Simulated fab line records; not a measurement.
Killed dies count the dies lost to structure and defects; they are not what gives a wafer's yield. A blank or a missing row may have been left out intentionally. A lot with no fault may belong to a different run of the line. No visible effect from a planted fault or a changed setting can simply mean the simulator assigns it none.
Split-lot study ; flow n5-finfet ; on a route of 1938 steps: 7 lots, 39 wafers read

== ABOUT THE SPLIT ==
At N5_SD_EPI_N_EPI_21 (deposits Si:P, time 690 s), the setting time-s was moved away from the recipe's 690 s on 15 of the 39 wafers read, by -45.2% to +36.5%. This setting was run at the recipe's value on the other wafers.

== FROM THE SPLIT TO THE READING: what the file shows between them, 5 steps ==
- N5_SD_EPI_N_EPI_MEAS_23
- N5_SD_EPI_N_PRECLEAN_24: cleans in O3/DIW, time 60 s
- N5_SD_EPI_N_SRD_25: time 30 s
- N5_SD_ACTIVATION_RTA_00: time 0 s
- N5_SD_ACTIVATION_LSA_01: time 0.0008 s

== THE READING ==
RS_SD_N in ohm/sq, measured at N5_SD_ACTIVATION_RS_MEAS_03 by four-point-probe. A value of 21.95 ohm/sq with a standard deviation of 0.28 ohm/sq is what fault-free wafers of this fab line usually give.

wafer;tool, chamber at the split;time-s as run, s;against the recipe;RS_SD_N, ohm/sq;against lot-mates on the recipe
L075.1;epi-rpcvd-03, 0;690;recipe;21.63;-
L075.2;epi-rpcvd-03, 0;942;+36.5%;17.12;-4.64
L075.3;epi-rpcvd-03, 0;942;+36.5%;17.39;-4.37
L075.4;epi-rpcvd-03, 0;690;recipe;21.93;-
L075.5;epi-rpcvd-03, 0;690;recipe;21.72;-
L075.6;epi-rpcvd-03, 0;942;+36.5%;17.70;-4.06
L077.1;epi-rpcvd-01, 0;690;recipe;22.09;-
L077.2;epi-rpcvd-01, 0;690;recipe;21.71;-
L077.3;epi-rpcvd-01, 0;690;recipe;21.87;-
L077.4;epi-rpcvd-01, 0;690;recipe;21.68;-
L077.5;epi-rpcvd-01, 0;690;recipe;21.64;-
L077.6;epi-rpcvd-01, 0;690;recipe;22.08;-
L080.1;epi-rpcvd-01, 0;690;recipe;21.70;-
L080.2;epi-rpcvd-01, 0;377.9;-45.2%;36.39;+14.73
L080.3;epi-rpcvd-01, 0;377.9;-45.2%;37.18;+15.52
L080.4;epi-rpcvd-01, 0;690;recipe;21.65;-
L080.5;epi-rpcvd-01, 0;690;recipe;21.62;-
L080.6;epi-rpcvd-01, 0;377.9;-45.2%;36.70;+15.04
L081.1;epi-rpcvd-01, 0;390;-43.5%;36.62;+14.51
L081.2;epi-rpcvd-01, 0;690;recipe;22.23;-
L081.3;epi-rpcvd-01, 0;390;-43.5%;36.32;+14.21
L081.4;epi-rpcvd-01, 0;390;-43.5%;36.14;+14.03
L081.5;epi-rpcvd-01, 0;690;recipe;22.01;-
L081.6;epi-rpcvd-01, 0;690;recipe;22.08;-
L086.1;epi-rpcvd-03, 0;690;recipe;21.70;-
L086.2;epi-rpcvd-03, 0;531.4;-23.0%;26.56;+4.70
L086.3;epi-rpcvd-03, 0;690;recipe;21.79;-
L086.4;epi-rpcvd-03, 0;531.4;-23.0%;26.91;+5.05
L086.5;epi-rpcvd-03, 0;531.4;-23.0%;26.30;+4.44
L086.6;epi-rpcvd-03, 0;690;recipe;22.08;-
L089.2;epi-rpcvd-02, 0;690;recipe;21.90;-
L089.4;epi-rpcvd-02, 0;690;recipe;21.76;-
L089.5;epi-rpcvd-02, 0;690;recipe;21.57;-
L091.1;epi-rpcvd-01, 0;793.9;+15.1%;19.71;-2.34
L091.2;epi-rpcvd-01, 0;793.9;+15.1%;19.65;-2.40
L091.3;epi-rpcvd-01, 0;690;recipe;22.21;-
L091.4;epi-rpcvd-01, 0;793.9;+15.1%;19.81;-2.24
L091.5;epi-rpcvd-01, 0;690;recipe;22.16;-
L091.6;epi-rpcvd-01, 0;690;recipe;21.79;-

FIT RESULTS
A straight line over all 39 wafers: RS_SD_N changes by -0.258 ohm/sq for each +1% of time-s; r = -0.95; the points scatter about the line by 1.8 ohm/sq.
The same after taking each lot's own level away (the mean of its wafers on the recipe; 39 wafers): -0.257 ohm/sq for each +1%; r = -0.95; scatter 1.8 ohm/sq.
That fit puts the effect of the largest move of time-s on the reading at 12 ohm/sq.
The lots' own levels span 21.657 to 22.107 ohm/sq, that is 1.6 times the standard deviation above.
The two slopes are in agreement: the lot-to-lot level therefore moves the slope only a little.
Check: +12.3 ohm/sq against its lot-mates is what the line predicts for one of the wafers moved furthest among these (-45.2%) when that wafer is left out of the fit. It came out at +14.7 ohm/sq against them.

== ADDITIONAL SPLITS CARRIED BY THESE WAFERS ==
Note: prior to the reading, these wafers also went through further splits. Each is held against what the fit with the lots' levels taken away leaves over:
other split on the same wafers;wafers away from the commonest value;r with RS_SD_N (lot level and that fit taken away)
N5_ZERO_LAYER_DEVELOP_10 develop-time-s;12;+0.08
N5_DUMMY_GATE_HM_DEP_06 time-s;33;+0.41

== THE WHOLE CHAIN: every reading that the file lists as answering this split, in the file's order ==
step;what it does;reading;change (the file's fit);r (the file's)
N5_SD_EPI_N_EPI_21;deposits Si:P, time 690 s;Si-P_of_SD_EPI_N_EPI_21.thk-nm (the simulator's own value, which no gauge read);+0.495 nm for each +1% of the setting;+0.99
N5_SD_EPI_N_EPI_MEAS_23;;thk-nm;withheld for each +1% of the setting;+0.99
N5_SD_ACTIVATION_RS_MEAS_03;measures by four-point-probe;RS_SD_N;-0.267 for each +1% of the setting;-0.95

== FILE'S OWN FIT ==
RS_SD_N changes by -0.267 ohm/sq for each +1% of time-s, r = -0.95.
